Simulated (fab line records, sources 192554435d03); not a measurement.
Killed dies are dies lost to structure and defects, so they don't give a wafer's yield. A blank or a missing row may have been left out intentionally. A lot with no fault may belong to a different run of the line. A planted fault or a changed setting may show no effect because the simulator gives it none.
Which tool is to blame? + flow n5_finfet + 9 lots (27 wafers sampled), 1 step of a 1938-step route

## WHAT THE GAUGES READ, wafer by wafer
N5_BEOL_M4_RC_MEAS_101.
| lot  | measured     | on        | DIBL_N (mV/V)  |
|------|--------------|-----------|----------------|
| L731 | day 8 07:23  | prober-01 | 37.0 35.9 36.4 |
| L733 | day 8 14:43  | prober-01 | 36.4 38.2 37.6 |
| L734 | day 8 14:51  | prober-02 | 37.3 33.8 35.5 |
| L739 | day 10 07:21 | prober-01 | 34.9 35.6 33.3 |
| L738 | day 10 07:46 | prober-02 | 34.4 36.1 36.9 |
| L740 | day 10 09:15 | prober-01 | 35.8 35.6 34.2 |
| L741 | day 10 15:11 | prober-02 | 37.2 37.7 35.5 |
| L749 | day 13 00:05 | prober-02 | 33.4 35.3 34.3 |
| L752 | day 13 10:06 | prober-01 | 33.2 36.3 36.8 |

## WHAT TOOL EACH LOT RAN ON (gives the tool, then ch and the chambers of the sampled wafers, and finally the start)
No process step before these readings appears in the record.

## THE ANSWER, worked out from the rows above alone
Rule: what is usual is taken from the lots themselves. The widest of any qualifying gaps counts: lots, ordered by their means at a reading, are off when they make up no more than a third of the lots, leave a main group of 4 or more, and stand apart from it by 3 or more times the standard deviation of that group's means. The tables above print the reading to a certain number of digits; a main group whose means all agree to those digits is not used. A lot without any number at a reading at which 4 lots or more have one is off too. All remaining lots with rows at the step are treated as sound.
No lot is off on any of the readings shown, so nothing can be concluded from this.

## WHAT WAS PUT IN BY THE SIMULATOR
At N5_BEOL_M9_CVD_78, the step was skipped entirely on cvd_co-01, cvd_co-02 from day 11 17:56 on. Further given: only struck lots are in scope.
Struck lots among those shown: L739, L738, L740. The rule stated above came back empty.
